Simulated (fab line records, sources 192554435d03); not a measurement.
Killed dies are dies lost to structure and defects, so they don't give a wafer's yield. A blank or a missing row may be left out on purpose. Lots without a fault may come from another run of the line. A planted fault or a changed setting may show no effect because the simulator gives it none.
fab line records | flow n5_finfet
record lots=5 wafers=15 last_day=16
route steps=1938 shown BEOL_M0_CUTY@714 BEOL_M0@715
lots that met no fault: from a run of the same line without faults
start_h: hours from the record's first day to the start of the lot's first wafer shown | wait_h: hours since the lot's step before | " the same as in the row above | L1.1+2: a row that stands for several wafers | - no value, or no start given | * or withheld: withheld | < > ~ a bound
route shown NAME@n: a module of which the file shows steps, and the number in the route of the first | usual: mean/standard deviation of fault-free wafers | same: alike in all rows | chamber/n: place in a boat | sites: the reading at each site | _std_site: their standard deviation | _edge_site: outer sites' mean less inner sites' | radius_mm: how far each site lies from the wafer's centre | mask NAME#n: copy n | behind: the tool/chamber that last shaped the wafer | hold: why the lot was held/for how many hours/how that ended | device: the transistor (n, p or np) that didn't switch | end of line: the same wafers' tests at the end of the route | a step without rows: its recipe alone | killed: dies lost to structure and defects at the first sort, not the wafer's yield | map: a wafer's dies, x killed, . not, _ none there
set.NAME: the setting as run; set.NAME@STEP: as run at that earlier step | model.NAME: the simulator's own value behind a step, which no gauge read
lots at some steps of the route; a table a step, a row a wafer
services: from which hour (start_h, from the record's first day; less than 0 if before it) a tool's chamber was out of use, for how many hours, and why
## steps
# step N5_BEOL_M0_CUTY_STRIP_64
# recipe chemistry=N2/H2 temp_c=40 n2_flow_sccm=200 h2_flow_sccm=200 rf_frequency_hz=6e+07
# columns lot.wafer tool chamber start_h wait_h
L077.1+4+6 rie_diel-03 0,3,0 150.68 0.1
L080.2+3+6 rie_diel-03 0,2,0 153.70 0.1
L087.2+3+4 rie_diel-03 1,2,0 196.81 0.1
L091.3+4+5 rie_diel-03 2,3,1 213.86 0.1
L094.1+2+6 rie_diel-06 2,3,1 238.42 0.1
# step N5_BEOL_M0_ETCH_138
# recipe chemistry=CH3F/O2 target_depth_a=120 target=SiCN time_s=31.6 ion_energy_ev=120 pressure_mtorr=30 source_w=395 bias_w=75 Ar_flow_sccm=150 CH3F_flow_sccm=30 O2_flow_sccm=20 ends=cleared
# usual CH3F_flow_sccm=30.00/0.086 drypump_motor_current_A=5.6/0.45 etch_rf_on_time_s=29.0/0.92 oes_product_au=0.67/0.076 rf_vpp_V=297.3/1.8 showerhead_plenum_p_Torr=1.99/0.07 throttle_valve_pct=16.26/0.19
# columns lot.wafer tool chamber start_h wait_h CH3F_flow_sccm drypump_motor_current_A etch_rf_on_time_s oes_product_au rf_hours_counter_h rf_vpp_V showerhead_plenum_p_Torr throttle_valve_pct
L077.1 rie_diel-03 0 150.69 0.0 29.98 6.1 27.5 0.70 92 295.9 1.94 16.35
L077.4 " 3 " " 29.85 5.6 29.2 0.77 - 297.0 1.96 16.17
L077.6 " 0 " " 30.16 6.1 28.6 0.69 - 296.2 1.94 16.35
L080.2 rie_diel-03 0 153.71 0.0 30.09 6.1 28.8 0.69 94 296.5 1.94 16.34
L080.3 " 2 " " 30.03 6.2 27.6 0.64 160 295.0 1.92 16.35
L080.6 " 0 " " 30.18 6.1 28.1 0.70 - 295.9 1.94 16.34
L087.2 rie_diel-03 1 196.82 0.0 29.83 5.3 28.7 0.81 15 297.4 2.04 16.24
L087.3 " 2 " " 30.14 6.1 28.4 0.63 177 294.7 1.91 16.37
L087.4 " 0 " " 29.95 6.1 29.7 0.68 109 295.5 1.94 16.36
L091.3 rie_diel-03 2 213.87 0.0 30.15 6.2 27.0 0.63 184 295.1 1.91 16.39
L091.4 " 3 " " 29.79 5.6 28.5 0.74 54 296.5 1.95 16.22
L091.5 " 1 " " 30.04 5.2 27.6 0.79 - 298.0 2.04 16.23
L094.1 rie_diel-06 2 238.43 0.0 29.90 5.7 29.1 0.77 21 300.0 2.12 16.00
L094.2 " 3 " " 30.10 6.5 29.3 0.60 223 295.5 1.90 16.38
L094.6 " 1 " " 30.04 5.4 29.1 0.64 - 297.8 1.99 16.07
# step N5_BEOL_M0_HM_OPEN_105
# recipe chemistry=Cl2/BCl3 target_depth_a=120 target=TiN ion_energy_ev=150 pressure_mtorr=10 icp_w=1000 bias_w=126 Cl2_flow_sccm=53.25 bcl3_flow_sccm=21.75 Ar_flow_sccm=25
# usual drypump_motor_current_A=5.6/0.4 oes_product_au=0.84/0.12 throttle_valve_pct=21.88/0.16
# columns lot.wafer tool chamber start_h wait_h drypump_motor_current_A oes_product_au rf_hours_counter_h throttle_valve_pct
L077.1 rie_metal-01 1 150.90 0.2 5.5 0.96 2 21.74
L077.4 " 1 " " 5.5 0.95 - 21.74
L077.6 " 0 " " 5.1 0.88 - 21.73
L080.2 rie_metal-02 0 153.83 0.1 6.3 0.66 111 21.97
L080.3 " 0 " " 6.3 0.65 - 21.97
L080.6 " 0 " " 6.3 0.65 - 21.96
L087.2 rie_metal-01 1 196.94 0.1 5.5 0.90 7 21.77
L087.3 " 0 " " 5.1 0.85 - 21.74
L087.4 " 1 " " 5.5 0.91 - 21.76
L091.3 rie_metal-03 1 215.31 1.4 5.7 0.88 - 21.77
L091.4 " 0 " " 5.7 0.82 - 21.80
L091.5 " 1 " " 5.7 0.89 - 21.76
L094.1 rie_metal-02 1 238.53 0.1 5.3 0.95 8 22.18
L094.2 " 0 " " 6.2 0.63 120 22.00
L094.6 " 1 " " 5.3 0.95 - 22.18
# step N5_BEOL_M0_STRIP_140
# recipe chemistry=CF4 resist=SiARC power_w=300 bias_power_w=75 pressure_mtorr=50 cf4_flow_sccm=150 rf_frequency_hz=6e+07
# usual drypump_motor_current_A=5.6/0.42 oes_product_au=0.78/0.086 rf_vpp_V=270.8/1.5 showerhead_plenum_p_Torr=1.78/0.055 throttle_valve_pct=13.54/0.16
# columns lot.wafer tool chamber start_h wait_h drypump_motor_current_A oes_product_au rf_hours_counter_h rf_vpp_V showerhead_plenum_p_Torr throttle_valve_pct
L077.1 rie_diel-05 1 151.07 0.1 5.2 0.74 176 271.2 1.77 13.59
L077.4 " 0 " " 5.7 0.72 184 270.5 1.78 13.69
L077.6 " 1 " " 5.2 0.73 - 272.0 1.77 13.60
L080.2 rie_diel-05 2 154.01 0.1 5.7 0.74 182 272.0 1.85 13.34
L080.3 " 3 " " 5.2 0.92 5 270.2 1.76 13.47
L080.6 " 2 " " 5.7 0.73 - 271.7 1.85 13.32
L087.2 rie_diel-05 3 197.19 0.2 5.2 0.87 22 270.1 1.76 13.53
L087.3 " 2 " " 5.6 0.74 191 274.0 1.85 13.35
L087.4 " 1 " " 5.2 0.71 194 273.4 1.77 13.63
L091.3 rie_diel-06 1 215.58 0.2 5.4 0.75 150 270.8 1.79 13.39
L091.4 " 0 " " 5.0 0.69 249 269.7 1.83 13.89
L091.5 " 3 " " 6.4 0.70 - 269.7 1.70 13.63
L094.1 rie_diel-05 2 238.71 0.1 5.6 0.72 206 272.2 1.84 13.37
L094.2 " 3 " " 5.2 0.86 36 271.3 1.75 13.55
L094.6 " 3 " " 5.2 0.84 - 271.5 1.75 13.55
# step N5_BEOL_M0_STRIP_104
# recipe chemistry=N2/H2 power_w=450 temp_c=40 pressure_mtorr=20 rf_frequency_hz=6e+07 overash_fraction=0.3 bias_power_w=7 h2_frac=0.5 n2_flow_sccm=200 h2_flow_sccm=200
# usual drypump_motor_current_A=5.6/0.42 h2_flow_sccm=200.1/0.6 oes_product_au=0.79/0.095 rf_vpp_V=59.2/1.6 showerhead_plenum_p_Torr=2.53/0.08 throttle_valve_pct=23.53/0.27
# columns lot.wafer tool chamber start_h wait_h drypump_motor_current_A h2_flow_sccm oes_product_au rf_hours_counter_h rf_vpp_V showerhead_plenum_p_Torr throttle_valve_pct
L077.1 rie_diel-05 1 151.09 0.0 5.2 200.1 0.74 176 59.7 2.53 23.70
L077.4 " 0 " " 5.7 200.1 0.71 184 58.4 2.52 23.56
L077.6 " 1 " " 5.2 199.6 0.73 - 58.9 2.53 23.64
L080.2 rie_diel-05 2 154.03 0.0 5.6 198.9 0.77 182 58.6 2.62 23.18
L080.3 " 3 " " 5.2 199.1 0.96 5 59.4 2.49 23.77
L080.6 " 2 " " 5.7 199.5 0.75 - 61.3 2.62 23.17
L087.2 rie_diel-05 3 197.21 0.0 5.2 199.2 0.90 22 59.8 2.48 23.81
L087.3 " 2 " " 5.6 200.3 0.74 191 56.9 2.62 23.19
L087.4 " 1 " " 5.2 200.0 0.71 194 56.4 2.52 23.71
L091.3 rie_diel-06 1 215.60 0.0 5.4 199.8 0.75 150 58.5 2.53 23.08
L091.4 " 0 " " 5.1 200.8 0.69 249 58.8 2.60 23.83
L091.5 " 3 " " 6.4 199.9 0.70 - 59.3 2.40 23.41
L094.1 rie_diel-05 2 238.73 0.0 5.7 200.7 0.73 206 59.5 2.61 23.22
L094.2 " 3 " " 5.2 200.4 0.88 36 61.8 2.48 23.81
L094.6 " 3 " " 5.2 200.0 0.87 - 60.1 2.48 23.80
# step N5_BEOL_M0_WET_ETCH_106
# recipe chemistry=DHF dilution=10:1 temp_c=25 target=SiO2 target_depth_a=1300 dry=ipa_marangoni rinse_time_s=30 rinse_temp_c=23
# usual bath_heat_duty_pct=6.1/0.75 rinse_temp_c=23.00/0.11
# columns lot.wafer tool chamber start_h wait_h bath_heat_duty_pct rinse_temp_c
L077.1 wet_bench-06 5 151.15 - 5.6 23.01
L077.4 " 0 " " 5.8 23.05
L077.6 " 1 " " 5.7 23.11
L080.2 wet_bench-06 6 154.09 - 6.6 23.08
L080.3 " 0 " " 6.2 22.90
L080.6 " 1 " " 6.3 22.87
L087.2 wet_bench-06 5 197.28 - 6.7 23.00
L087.3 " 2 " " 6.0 22.85
L087.4 " 4 " " 5.8 22.87
L091.3 wet_bench-05 6 215.66 - 6.6 22.99
L091.4 " 3 " " 5.5 22.94
L091.5 " 5 " " 6.4 22.68
L094.1 wet_bench-01 2 238.80 - 6.2 22.99
L094.2 " 4 " " 4.7 23.03
L094.6 " 5 " " 4.4 22.97
# step N5_BEOL_M0_ETCH_128
# recipe chemistry=CF4/N2 target_depth_a=120 overetch_a=51 target=SiCN time_s=21.4 ion_energy_ev=150 pressure_mtorr=40 source_w=430 bias_w=70 Ar_flow_sccm=100 cf4_flow_sccm=60 n2_flow_sccm=60
# usual drypump_motor_current_A=5.7/0.42 oes_product_au=0.55/0.06 rf_vpp_V=381.9/1.9 showerhead_plenum_p_Torr=2.18/0.066 throttle_valve_pct=15.39/0.13
# same time_s=21.4
# columns lot.wafer tool chamber start_h wait_h drypump_motor_current_A oes_product_au rf_hours_counter_h rf_vpp_V showerhead_plenum_p_Torr throttle_valve_pct
L077.1 rie_diel-05 2 151.21 0.0 5.7 0.50 180 385.3 2.29 15.17
L077.4 " 0 " " 5.7 0.51 184 382.6 2.19 15.51
L077.6 " 3 " " 5.2 0.65 - 382.6 2.17 15.36
L080.2 rie_diel-05 2 154.22 0.1 5.7 0.51 182 383.2 2.29 15.17
L080.3 " 1 " " 5.2 0.50 178 381.2 2.19 15.46
L080.6 " 1 " " 5.2 0.50 - 384.4 2.19 15.48
L087.2 rie_diel-03 3 197.34 0.0 5.6 0.60 48 380.9 2.15 15.33
L087.3 " 0 " " 6.1 0.54 110 381.2 2.13 15.45
L087.4 " 1 " " 5.3 0.66 15 384.2 2.25 15.35
L091.3 rie_diel-03 0 215.72 0.0 6.1 0.52 116 380.5 2.13 15.44
L091.4 " 1 " " 5.3 0.63 22 381.9 2.25 15.34
L091.5 " 1 " " 5.3 0.62 - 383.5 2.25 15.37
L094.1 rie_diel-05 2 239.03 0.2 5.6 0.50 206 384.5 2.28 15.22
L094.2 " 0 " " 5.7 0.48 212 383.0 2.18 15.57
L094.6 " 0 " " 5.7 0.49 - 381.0 2.18 15.56
# step N5_BEOL_M0_TRENCH_ETCH_107
# recipe chemistry=C4F6/O2 target_depth_a=328 target=SiOC time_s=16.4 ion_energy_ev=250 pressure_mtorr=30 source_w=355 bias_w=185 Ar_flow_sccm=300 C4F6_flow_sccm=10 O2_flow_sccm=10
# usual drypump_motor_current_A=5.7/0.42 oes_product_au=0.80/0.091 rf_vpp_V=668/12 showerhead_plenum_p_Torr=2.82/0.082 throttle_valve_pct=20.83/0.14
# same time_s=16.4
# columns lot.wafer tool chamber start_h wait_h drypump_motor_current_A oes_product_au rf_hours_counter_h rf_vpp_V showerhead_plenum_p_Torr throttle_valve_pct
L077.1 rie_diel-05 2 151.26 0.0 5.7 0.74 180 687 2.97 20.60
L077.4 " 0 " " 5.7 0.73 184 643 2.83 20.91
L077.6 " 3 " " 5.2 0.96 - 676 2.80 20.92
L080.2 rie_diel-05 2 154.26 0.0 5.7 0.75 182 687 2.97 20.62
L080.3 " 1 " " 5.2 0.73 178 665 2.83 20.87
L080.6 " 1 " " 5.2 0.73 - 665 2.83 20.89
L087.2 rie_diel-03 3 197.38 0.0 5.6 0.87 48 671 2.78 20.78
L087.3 " 0 " " 6.1 0.81 110 662 2.76 20.95
L087.4 " 1 " " 5.3 0.95 15 688 2.90 20.83
L091.3 rie_diel-03 0 215.76 0.0 6.1 0.80 116 663 2.76 20.95
L091.4 " 1 " " 5.3 0.93 23 687 2.90 20.85
L091.5 " 1 " " 5.3 0.94 - 686 2.90 20.86
L094.1 rie_diel-05 2 239.08 0.0 5.7 0.73 206 686 2.96 20.65
L094.2 " 0 " " 5.7 0.70 212 644 2.81 20.94
L094.6 " 0 " " 5.7 0.70 - 642 2.81 20.95
# step N5_BEOL_M0_STRIP_142
# recipe chemistry=N2/H2 time_s=10 power_w=450 temp_c=40 pressure_mtorr=20 rf_frequency_hz=6e+07 bias_power_w=7 n2_flow_sccm=200 h2_flow_sccm=200
# usual drypump_motor_current_A=5.7/0.42 h2_flow_sccm=199.9/0.67 oes_product_au=0.80/0.094 rf_vpp_V=59.1/0.88 showerhead_plenum_p_Torr=2.51/0.08 throttle_valve_pct=23.56/0.24
# same time_s=10
# columns lot.wafer tool chamber start_h wait_h drypump_motor_current_A h2_flow_sccm oes_product_au rf_hours_counter_h rf_vpp_V showerhead_plenum_p_Torr throttle_valve_pct
L077.1 rie_diel-05 2 151.28 0.0 5.7 199.4 0.75 180 59.6 2.62 23.17
L077.4 " 0 " " 5.7 200.5 0.71 184 56.9 2.52 23.55
L077.6 " 3 " " 5.2 200.9 0.97 - 58.5 2.49 23.79
L080.2 rie_diel-05 2 154.28 0.0 5.7 199.5 0.75 182 60.7 2.62 23.18
L080.3 " 1 " " 5.2 198.3 0.72 178 58.6 2.53 23.69
L080.6 " 1 " " 5.2 200.0 0.72 - 58.0 2.53 23.69
L087.2 rie_diel-03 3 197.40 0.0 5.6 200.5 0.88 48 59.7 2.48 23.55
L087.3 " 0 " " 6.1 200.2 0.80 110 58.3 2.44 23.42
L087.4 " 1 " " 5.3 199.7 0.95 15 59.2 2.60 23.82
L091.3 rie_diel-03 0 215.79 0.0 6.1 199.5 0.79 116 58.5 2.44 23.43
L091.4 " 1 " " 5.3 199.3 0.94 23 58.6 2.59 23.83
L091.5 " 1 " " 5.3 199.1 0.93 - 59.6 2.60 23.81
L094.1 rie_diel-05 2 239.10 0.0 5.6 199.4 0.75 206 58.5 2.61 23.21
L094.2 " 0 " " 5.7 199.6 0.70 212 59.0 2.51 23.62
L094.6 " 0 " " 5.7 200.0 0.70 - 59.2 2.51 23.59
# step N5_BEOL_M0_OCD_MEAS_108
# usual trench_depth_nm=33.1/0.66
# columns lot.wafer tool chamber start_h wait_h trench_depth_nm
L077.1 ocd-02 - 151.36 0.1 32.4
L077.4 " - " " 32.4
L077.6 " - " " 34.5
L080.2 ocd-01 - 154.36 0.1 33.5
L080.3 " - " " 33.2
L080.6 " - " " 31.9
L087.2 ocd-02 - 197.48 0.1 33.3
L087.3 " - " " 32.5
L087.4 " - " " 33.1
L091.3 ocd-01 - 215.87 0.1 33.3
L091.4 " - " " 34.1
L091.5 " - " " 33.1
L094.1 ocd-02 - 239.18 0.1 33.3
L094.2 " - " " 32.7
L094.6 " - " " 33.1
# step N5_BEOL_M0_HM_STRIP_129
# recipe chemistry=peroxide_tin_strip material=TiN target_depth_a=170 temp_c=50 time_s=108
# usual bath_heat_duty_pct=7.0/0.85
# same time_s=108
# columns lot.wafer tool chamber start_h wait_h bath_heat_duty_pct
L077.1 wet_bench-05 2 151.39 0.0 7.4
L077.4 " 4 " " 7.3
L077.6 " 3 " " 6.8
L080.2 wet_bench-05 0 154.39 0.0 9.1
L080.3 " 3 " " 6.9
L080.6 " 7 " " 5.8
L087.2 wet_bench-05 6 197.52 0.0 6.9
L087.3 " 2 " " 7.5
L087.4 " 0 " " 8.2
L091.3 wet_bench-06 7 215.90 0.0 5.4
L091.4 " 5 " " 7.7
L091.5 " 0 " " 6.7
L094.1 wet_bench-06 5 239.21 0.0 7.1
L094.2 " 6 " " 7.3
L094.6 " 7 " " 6.5
# step N5_BEOL_M0_SRD_130
# recipe time_s=30 temp_c=23 rinse_liquid=diw dry=ipa_marangoni
# usual bath_heat_duty_pct=3.6/0.54
# same time_s=30
# columns lot.wafer tool chamber start_h wait_h bath_heat_duty_pct
L077.1 wet_bench-05 2 151.42 0.0 4.5
L077.4 " 4 " " 3.7
L077.6 " 3 " " 3.2
L080.2 wet_bench-05 0 154.43 0.0 4.9
L080.3 " 3 " " 3.6
L080.6 " 7 " " 3.1
L087.2 wet_bench-05 6 197.55 0.0 3.2
L087.3 " 2 " " 3.4
L087.4 " 0 " " 4.5
L091.3 wet_bench-06 7 215.94 0.0 2.8
L091.4 " 5 " " 2.5
L091.5 " 0 " " 4.1
L094.1 wet_bench-06 5 239.24 0.0 3.4
L094.2 " 6 " " 3.7
L094.6 " 7 " " 2.9
# step N5_BEOL_M0_ETCH_109
# recipe chemistry=CH3F/O2 target_depth_a=80 overetch_a=24 target=SiCN time_s=27.4 ion_energy_ev=120 pressure_mtorr=30 source_w=395 bias_w=75 Ar_flow_sccm=150 CH3F_flow_sccm=30 O2_flow_sccm=20
# usual CH3F_flow_sccm=29.99/0.1 drypump_motor_current_A=5.6/0.41 oes_product_au=0.67/0.071 rf_vpp_V=296.9/1.4 showerhead_plenum_p_Torr=1.98/0.062 throttle_valve_pct=16.29/0.16
# same time_s=27.4
# columns lot.wafer tool chamber start_h wait_h CH3F_flow_sccm drypump_motor_current_A oes_product_au rf_hours_counter_h rf_vpp_V showerhead_plenum_p_Torr throttle_valve_pct
L077.1 rie_diel-06 2 151.84 0.4 30.04 5.7 0.58 248 295.5 1.88 16.38
L077.4 " 3 " " 29.99 6.4 0.63 187 296.8 1.91 16.31
L077.6 " 1 " " 30.03 5.4 0.68 - 297.8 2.00 16.02
L080.2 rie_diel-03 2 154.48 0.0 29.88 6.2 0.63 161 294.6 1.92 16.34
L080.3 " 3 " " 29.89 5.6 0.76 32 296.6 1.96 16.17
L080.6 " 3 " " 29.82 5.6 0.77 - 296.1 1.96 16.17
L087.2 rie_diel-05 1 197.60 0.0 30.20 5.2 0.62 194 296.6 1.99 16.40
L087.3 " 3 " " 30.08 5.2 0.77 22 296.3 1.96 16.33
L087.4 " 0 " " 29.96 5.7 0.62 198 296.8 1.98 16.39
L091.3 rie_diel-03 3 215.99 0.0 30.10 5.6 0.74 56 298.2 1.95 16.22
L091.4 " 2 " " 29.98 6.2 0.62 185 295.8 1.91 16.37
L091.5 " 3 " " 30.15 5.6 0.75 - 294.9 1.95 16.22
L094.1 rie_diel-05 0 239.29 0.0 29.90 5.7 0.61 212 297.9 1.97 16.44
L094.2 " 2 " " 29.77 5.7 0.62 206 298.7 2.08 16.14
L094.6 " 2 " " 29.91 5.7 0.63 - 298.1 2.08 16.14
# step N5_BEOL_M0_STRIP_139
# recipe chemistry=post_etch_residue_remover time_s=60 temp_c=25 remover_ph=withheld remover_water_wt_pct=withheld remover_fluoride_wt_pct=withheld
# same time_s=60
# columns lot.wafer tool chamber start_h wait_h
L077.1+4+6 wet_bench-01 2,0,5 151.94 0.1
L080.2+3+6 wet_bench-06 7,1,0 154.59 0.1
L087.2+3+4 wet_bench-06 7,3,1 197.70 0.1
L091.3+4+5 wet_bench-05 6,0,5 216.09 0.1
L094.1+2+6 wet_bench-06 3,2,6 239.39 0.1
# step N5_BEOL_M0_SRD_111
# recipe time_s=30 temp_c=23 rinse_liquid=diw dry=ipa_marangoni
# usual bath_heat_duty_pct=3.5/0.49
# same time_s=30
# columns lot.wafer tool chamber start_h wait_h bath_heat_duty_pct
L077.1 wet_bench-01 2 151.96 0.0 4.3
L077.4 " 0 " " 3.6
L077.6 " 5 " " 3.5
L080.2 wet_bench-06 7 154.61 0.0 3.1
L080.3 " 1 " " 3.3
L080.6 " 0 " " 3.6
L087.2 wet_bench-06 7 197.72 0.0 2.7
L087.3 " 3 " " 2.8
L087.4 " 1 " " 3.4
L091.3 wet_bench-05 6 216.11 0.0 4.1
L091.4 " 0 " " 4.3
L091.5 " 5 " " 3.9
L094.1 wet_bench-06 3 239.41 0.0 3.0
L094.2 " 2 " " 3.6
L094.6 " 6 " " 3.7
# step N5_BEOL_M0_DEGAS_112
# recipe ambient=vacuum temp_c=250 time_s=60
# usual heater_power_w=370/50
# same time_s=60
# columns lot.wafer tool chamber start_h wait_h heater_power_w
L077.1 pvd_sputter-02 - 152.87 0.9 464
L077.4 " - " " 313
L077.6 " - " " 355
L080.2 pvd_sputter-01 - 154.97 0.3 394
L080.3 " - " " 422
L080.6 " - " " 421
L087.2 pvd_sputter-01 - 198.30 0.6 417
L087.3 " - " " 415
L087.4 " - " " 339
L091.3 pvd_sputter-02 - 216.65 0.5 367
L091.4 " - " " 454
L091.5 " - " " 364
L094.1 pvd_sputter-01 - 239.55 0.1 347
L094.2 " - " " 366
L094.6 " - " " 366
# step N5_BEOL_M0_PRE_CLEAN_113
# recipe gas=H2/He time_s=30 temp_c=250
# usual heater_power_w=370/50
# same time_s=30
# columns lot.wafer tool chamber start_h wait_h heater_power_w
L077.1 pvd_sputter-02 - 152.91 0.0 457
L077.4 " - " " 306
L077.6 " - " " 364
L080.2 pvd_sputter-01 - 155.01 0.0 405
L080.3 " - " " 426
L080.6 " - " " 424
L087.2 pvd_sputter-01 - 198.34 0.0 434
L087.3 " - " " 394
L087.4 " - " " 336
L091.3 pvd_sputter-02 - 216.69 0.0 357
L091.4 " - " " 454
L091.5 " - " " 368
L094.1 pvd_sputter-01 - 239.59 0.0 338
L094.2 " - " " 357
L094.6 " - " " 349
# step N5_BEOL_M0_ALD_136
# recipe material=TaN target_thk_a=* temp_c=275 ald_precursor_family=PDMAT ald_co_reactant=NH3 pressure_torr=3 carrier_flow_sccm=1500 pulse_time_s=2 purge_time_s=3 co_reactant_purge_time_s=2 co_reactant_pulse_time_s=3 ald_cycles=30 precursor_vessel_temp_c=75 precursor_vessel_pressure_torr=26.25 precursor_vessel_carrier_sccm=1000
# usual chamber_pressure_Torr=3.001/0.0064 heater_power_w=406/35 precursor_vessel_carrier_sccm=1000.5/3 precursor_vessel_temp_c=75.00/0.12
# same purge_time_s=3
# columns lot.wafer tool chamber start_h wait_h chamber_pressure_Torr heater_power_w precursor_vessel_carrier_sccm precursor_vessel_temp_c
L077.1 ald_metal-04 1 152.98 0.0 2.997 416 1000.8 74.97
L077.4 " 0 " " 3.008 400 1002.0 74.94
L077.6 " 3 " " 3.000 396 997.0 74.99
L080.2 ald_metal-04 3 155.09 0.1 2.999 393 1000.1 75.15
L080.3 " 0 " " 3.004 395 999.3 75.21
L080.6 " 3 " " 3.000 371 1002.9 75.06
L087.2 ald_metal-01 0 198.40 0.0 3.002 450 997.6 75.04
L087.3 " 1 " " 2.996 442 1000.5 74.96
L087.4 " 2 " " 3.012 359 1000.6 75.21
L091.3 ald_metal-01 0 216.75 0.0 2.998 447 995.1 74.91
L091.4 " 3 " " 2.999 351 1000.8 74.97
L091.5 " 3 " " 3.020 344 996.9 75.04
L094.1 ald_metal-03 1 239.69 0.1 2.991 432 1005.5 75.13
L094.2 " 2 " " 3.000 464 1001.2 75.08
L094.6 " 1 " " 3.011 428 1001.9 75.06
# step N5_BEOL_M0_SURFACE_TREAT_137
# recipe gas=Ar time_s=* ion_energy_ev=* ion_current_ma_cm2=0.5 pressure_mtorr=* ar_flow_sccm=30
# usual ar_flow_sccm=29.99/0.091 throttle_valve_pct=*
# same time_s=*
# columns lot.wafer tool chamber start_h wait_h ar_flow_sccm throttle_valve_pct
L077.1 pvd_sputter-01 - 153.27 0.2 29.91 *
L077.4 " - " " 30.03 *
L077.6 " - " " 30.10 *
L080.2 pvd_sputter-02 - 155.37 0.2 30.06 *
L080.3 " - " " 29.98 *
L080.6 " - " " 30.03 *
L087.2 pvd_sputter-03 - 198.68 0.2 29.99 *
L087.3 " - " " 30.01 *
L087.4 " - " " 29.96 *
L091.3 pvd_sputter-03 - 217.25 0.4 29.94 *
L091.4 " - " " 29.99 *
L091.5 " - " " 29.98 *
L094.1 pvd_sputter-01 - 240.21 0.4 30.17 *
L094.2 " - " " 29.92 *
L094.6 " - " " 30.05 *
# step N5_BEOL_M0_CVD_115
# recipe material=Co target_thk_a=* temp_c=withheld precursor=CCTBA/H2 pressure_torr=30 time_s=120
# usual chamber_pressure_Torr=30.00/0.06
# same time_s=120
# columns lot.wafer tool chamber start_h wait_h chamber_pressure_Torr
L077.1 cvd_co-02 1 153.35 0.1 30.04
L077.4 " 0 " " 29.99
L077.6 " 2 " " 29.94
L080.2 cvd_co-02 0 155.53 0.1 29.92
L080.3 " 1 " " 30.07
L080.6 " 2 " " 29.99
L087.2 cvd_co-02 2 198.75 0.1 29.88
L087.3 " 1 " " 29.97
L087.4 " 0 " " 29.93
L091.3 cvd_co-02 1 217.71 0.4 29.99
L091.4 " 0 " " 30.04
L091.5 " 1 " " 29.93
L094.1 cvd_co-01 0 240.41 0.2 30.07
L094.2 " 1 " " 30.04
L094.6 " 0 " " 30.13
# step N5_BEOL_M0_SPUTTER_116
# recipe material=Cu target_thk_a=40 temp_c=-20 chamber_pressure_pa=0.07 power_w=withheld time_s=7.37
# usual throttle_valve_pct=30.2/1.1
# same time_s=7.37
# columns lot.wafer tool chamber start_h wait_h throttle_valve_pct
L077.1 pvd_sputter-01 - 153.63 0.2 31.0
L077.4 " - " " 31.1
L077.6 " - " " 29.4
L080.2 pvd_sputter-02 - 155.67 0.1 28.9
L080.3 " - " " 30.4
L080.6 " - " " 29.0
L087.2 pvd_sputter-02 - 198.86 0.1 28.9
L087.3 " - " " 30.0
L087.4 " - " " 31.4
L091.3 pvd_sputter-03 - 217.92 0.2 28.7
L091.4 " - " " 30.6
L091.5 " - " " 28.5
L094.1 pvd_sputter-01 - 240.57 0.1 30.6
L094.2 " - " " 29.4
L094.6 " - " " 30.8
# step N5_BEOL_M0_ANNEAL_117
# recipe temp_c=400 time_s=60 ambient=vacuum
# usual heater_power_w=912/140 susceptor_temp_C_max=401.2/0.43
# same time_s=60
# columns lot.wafer tool chamber start_h wait_h heater_power_w susceptor_temp_C_max
L077.1 pvd_sputter-01 - 153.71 0.0 855 401.6
L077.4 " - " " 1031 401.3
L077.6 " - " " 912 401.6
L080.2 pvd_sputter-02 - 155.75 0.0 1157 401.3
L080.3 " - " " 767 401.4
L080.6 " - " " 1157 400.9
L087.2 pvd_sputter-02 - 198.94 0.0 1136 401.4
L087.3 " - " " 767 401.6
L087.4 " - " " 936 401.9
L091.3 pvd_sputter-03 - 218.00 0.0 768 400.4
L091.4 " - " " 689 401.4
L091.5 " - " " 768 400.4
L094.1 pvd_sputter-01 - 240.65 0.0 855 401.3
L094.2 " - " " 900 400.9
L094.6 " - " " 831 401.8
# step N5_BEOL_M0_SPUTTER_132
# recipe material=Cu target_thk_a=40 temp_c=-20 chamber_pressure_pa=0.07 power_w=withheld time_s=7.37
# usual throttle_valve_pct=30.1/1.1
# same time_s=7.37
# columns lot.wafer tool chamber start_h wait_h throttle_valve_pct
L077.1 pvd_sputter-01 - 153.75 0.0 30.8
L077.4 " - " " 31.4
L077.6 " - " " 29.8
L080.2 pvd_sputter-02 - 155.79 0.0 29.1
L080.3 " - " " 30.5
L080.6 " - " " 29.1
L087.2 pvd_sputter-02 - 198.98 0.0 28.9
L087.3 " - " " 30.2
L087.4 " - " " 31.7
L091.3 pvd_sputter-03 - 218.04 0.0 28.5
L091.4 " - " " 30.3
L091.5 " - " " 28.3
L094.1 pvd_sputter-01 - 240.69 0.0 31.0
L094.2 " - " " 29.4
L094.6 " - " " 30.9
## services
# columns tool chamber start_h hours kind
rie_diel-05 3 128.67 - clean
rie_diel-05 3 128.67 - consumable_replace:focus_ring
rie_diel-05 3 128.67 11.6 scheduled_down
rie_diel-05 3 128.67 11.6 vent_cycle
rie_metal-02 1 136.39 1.8 repair
cvd_co-01 2 143.50 16.4 repair
rie_metal-03 1 145.12 1.7 repair
rie_metal-01 - 148.56 1.0 repair
ald_metal-03 0 149.94 1.9 repair
rie_diel-06 2 158.01 - clean
rie_diel-06 2 158.01 - consumable_replace:focus_ring
rie_diel-06 2 158.01 - consumable_replace:showerhead
rie_diel-06 2 158.01 24.5 scheduled_down
cvd_co-01 - 164.81 14.6 pm
rie_diel-05 2 169.34 16.3 repair
rie_diel-05 0 170.33 5.8 repair
wet_bench-01 - 188.15 1.5 repair
rie_metal-02 1 206.40 14.0 repair
ald_metal-04 1 211.16 6.9 repair
cvd_co-01 - 212.47 5.0 repair
ald_metal-03 3 219.06 25.0 repair
rie_metal-02 0 219.95 4.2 repair
rie_diel-03 0 223.19 7.0 repair
rie_metal-03 - 234.61 0.4 repair
## key
fault none
